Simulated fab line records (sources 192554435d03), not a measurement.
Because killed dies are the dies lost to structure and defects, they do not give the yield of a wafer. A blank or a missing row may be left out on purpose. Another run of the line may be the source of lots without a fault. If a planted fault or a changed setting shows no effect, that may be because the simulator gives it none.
Comparing a struck lot with a sound one + flow n5 finfet + 36 steps out of a route of 1938
Sound: wafers L375.2, L375.3, L375.4. Wafers struck: L392.4, L392.5, L392.6. The cause is given at the end.
For every step that has rows: the tool of each side, followed by ch and its chambers, followed by its first start. Under that, the readings that differ: sound wafers + struck wafers + difference of the means + sigmas: that difference in standard deviations of wafers without a fault.
alike: words and numbers the same on both sides, and readings whose means are apart by under 2 such deviations; not compared: readings that were withheld, readings missing a value for some wafer, numbers with overlapping values and no deviation given by the record, and bounds like >300 which may hide the same value.
Wherever a step has rows on one side only, a row that says differs or no value, or a row with sigmas, the two part there. Non-overlapping numbers with no deviation appear without sigmas and do not part them. Lack of a reading on every wafer of one side parts them only where that side has two or more wafers.

first, 9 steps without rows for these wafers: N5_WELL_APT_COAT_02 (resist thk 950 nm); N5_WELL_APT_EBR_04; N5_WELL_APT_SOFTBAKE_03 (time 60 s); N5_WELL_APT_EXPOSE_05 (exposes mask NWELL, defocus 0 nm, target cd 200 nm); N5_WELL_APT_PEB_06 (peb time 90 s); N5_WELL_APT_DEVELOP_07 (develop time 45 s); N5_WELL_APT_HARDBAKE_12 (time 120 s); N5_WELL_APT_DESCUM_13 (chemistry O2, time 7.9 s); N5_WELL_APT_IMPLANT_14.
N5_WELL_APT_IMPLANT_15:
  sound on implanter-02 ch 0, day 1 20:09; struck on implanter-02 ch 0, day 6 04:31
| reading            | sound                            | struck                           | difference  | sigmas      |
|--------------------|----------------------------------|----------------------------------|-------------|-------------|
| dose ions cm2      | 1.4976e+13 1.5009e+13 1.4982e+13 | 2.2168e+13 2.2161e+13 2.2179e+13 | +7.1803e+12 | +99 or more |
| faraday current uA | 193 184 194                      | 279 287 282                      | +92         | +23         |
  alike: beam on s
then, 25 steps without rows for these wafers: N5_WELL_APT_STRIP_16 (strips in SPM, time 900 s); N5_WELL_APT_HMDS_18 (time 60 s); N5_WELL_APT_COAT_19 (resist thk 950 nm); N5_WELL_APT_EBR_21; N5_WELL_APT_SOFTBAKE_20 (time 60 s); N5_WELL_APT_EXPOSE_22 (exposes mask PWELL, defocus 0 nm, target cd 200 nm); N5_WELL_APT_PEB_23 (peb time 90 s); N5_WELL_APT_DEVELOP_24 (develop time 45 s); N5_WELL_APT_HARDBAKE_29 (time 120 s); N5_WELL_APT_DESCUM_30 (chemistry O2, time 7.9 s); N5_WELL_APT_IMPLANT_31; N5_WELL_APT_IMPLANT_32; N5_WELL_APT_STRIP_33 (strips in SPM, time 900 s); N5_WELL_APT_RTA_34 (time 10 s); N5_WELL_APT_OXIDE_STRIP_42 (strips SiO2 in dHF, time 45 s, target depth 12 nm); N5_WELL_APT_PRECLEAN_36 (cleans in O3/DIW, time 45 s); N5_WELL_APT_PRECLEAN_39 (cleans in dHF, time 60 s); N5_WELL_APT_SRD_37 (time 30 s); N5_WELL_APT_EPI_41 (deposits Si from SiH4/H2, target thk 50 nm, time 297.7 s); N5_PMOS_HMC_CHANNEL_EPI_HM_DEP_34 (deposits SiO2 from TEOS/O2, target thk 36 nm, time 6.9 s); N5_PMOS_HMC_CHANNEL_EPI_COAT_31 (time 60 s, resist thk 66 nm); N5_PMOS_HMC_CHANNEL_EPI_COAT_03 (resist thk 205 nm); N5_PMOS_HMC_CHANNEL_EPI_EBR_05; N5_PMOS_HMC_CHANNEL_EPI_SOFTBAKE_04 (time 60 s); N5_PMOS_HMC_CHANNEL_EPI_EXPOSE_06 (exposes mask PMOS HMC BLK, target cd 240 nm).
-- record jumps: 7 days separate the struck wafers' starts on either side; left off in module PMOS_HMC_CHANNEL_EPI, taken up again in module BEOL_M4, whose first shown step is the route's number 1111 --
N5_BEOL_M4_RC_MEAS_101:
  sound on prober-01 ch 0, day 8 07:38; struck on prober-02 ch 0, day 12 22:37
| reading             | sound                     | struck                     | difference | sigmas |
|---------------------|---------------------------|----------------------------|------------|--------|
| CJ_P                | 5.55 5.83 5.70            | 6.65 6.87 6.75             | +1.06      | +6     |
| IOFF_P_LONG (nA/um) | 0.00011 0.000114 0.000112 | 0.000144 0.000151 0.000147 | +0.000035  | +4     |
  alike: DIBL_N, DIBL_P, IOFF_N, IOFF_P, ION_N, ION_P, SS_N, SS_P, VT_N, VT_P

== WHERE THEY PART ==
First at N5_WELL_APT_IMPLANT_15; last, within this record, at N5_BEOL_M4_RC_MEAS_101.

WHY: the cause the simulator had injected
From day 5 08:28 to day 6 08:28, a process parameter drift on implanter-02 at N5_WELL_APT_IMPLANT_15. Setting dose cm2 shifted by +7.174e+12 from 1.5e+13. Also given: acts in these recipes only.
